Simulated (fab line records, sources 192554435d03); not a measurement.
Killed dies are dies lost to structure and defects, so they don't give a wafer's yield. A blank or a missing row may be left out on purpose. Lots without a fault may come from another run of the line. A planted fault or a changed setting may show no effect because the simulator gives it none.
Chamber matching | flow n5_finfet | N5_BEOL_M8_PECVD_70 on pecvd-03: 3 sister chambers
The step deposits SiO2 from TEOS/O2, target thk 20 nm, time 22.7 s. 16 wafers are shown with their chamber, then 8 later ones without.

WAFERS WITH THEIR CHAMBER
wafer  | chamber | throttle_valve_pct (%) | heater_power_w (W) | showerhead_vpp_V (V)
L074.4 | 2       | 21.0                   | 940                | 1264
L074.5 | 1       | 23.1                   | 680                | 1348
L074.6 | 0       | 20.9                   | 523                | 1451
L075.2 | 0       | 21.0                   | 611                | 1435
L075.4 | 0       | 20.8                   | 610                | 1435
L075.6 | 1       | 23.1                   | 689                | 1380
L082.1 | 0       | 20.7                   | 567                | 1433
L082.3 | 1       | 23.1                   | 638                | 1352
L082.5 | 1       | 22.9                   | 626                | 1339
L085.1 | 0       | 20.6                   | 627                | 1440
L085.2 | 1       | 23.0                   | 642                | 1378
L085.6 | 2       | 20.7                   | 987                | 1291
L083.1 | 2       | 21.0                   | 947                | 1268
L083.3 | 2       | 21.0                   | 952                | 1283
L083.4 | 1       | 23.3                   | 610                | 1367
L086.3 | 0       | 20.9                   | 620                | 1457

SIGNATURES (means of the wafers above)
reading            | chamber 0 | chamber 1 | chamber 2 | scatter within a chamber
throttle_valve_pct | 20.817    | 23.083    | 20.925    | 0.143
heater_power_w     | 593.00    | 647.50    | 956.50    | 33
showerhead_vpp_V   | 1441.83   | 1360.67   | 1276.50   | 13.6
Rule: a wafer's distance from a chamber is the root of the sum, over the readings, of the square of ((its reading less the chamber's mean) divided by the reading's scatter). The wafer belongs to the nearest chamber; if the next one is less than 2 further off, it can't be placed. The scatter: the root of (the sum of the squares of (reading less its chamber's mean) over the shown wafers, divided by (wafers less chambers)).

WAFERS WITHOUT THEIR CHAMBER
wafer  | throttle_valve_pct (%) | heater_power_w (W) | showerhead_vpp_V (V)
L086.4 | 20.7                   | 625                | 1430
L086.5 | 21.1                   | 860                | 1272
L097.2 | 21.3                   | 874                | 1293
L097.4 | 21.4                   | 875                | 1287
L097.5 | 21.3                   | 892                | 1265
L095.2 | 23.0                   | 667                | 1386
L095.3 | 22.9                   | 682                | 1392
L095.4 | 21.2                   | 903                | 1264

WHICH CHAMBER EACH WENT THROUGH
wafer  | from the rows above | in truth
L086.4 | 0                   | 0
L086.5 | 2                   | 2
L097.2 | 2                   | 2
L097.4 | 2                   | 2
L097.5 | 2                   | 2
L095.2 | 1                   | 1
L095.3 | 1                   | 1
L095.4 | 2                   | 2
Placed correctly: 8 of 8. Can't be placed from these rows: 0. Placed wrongly: 0.
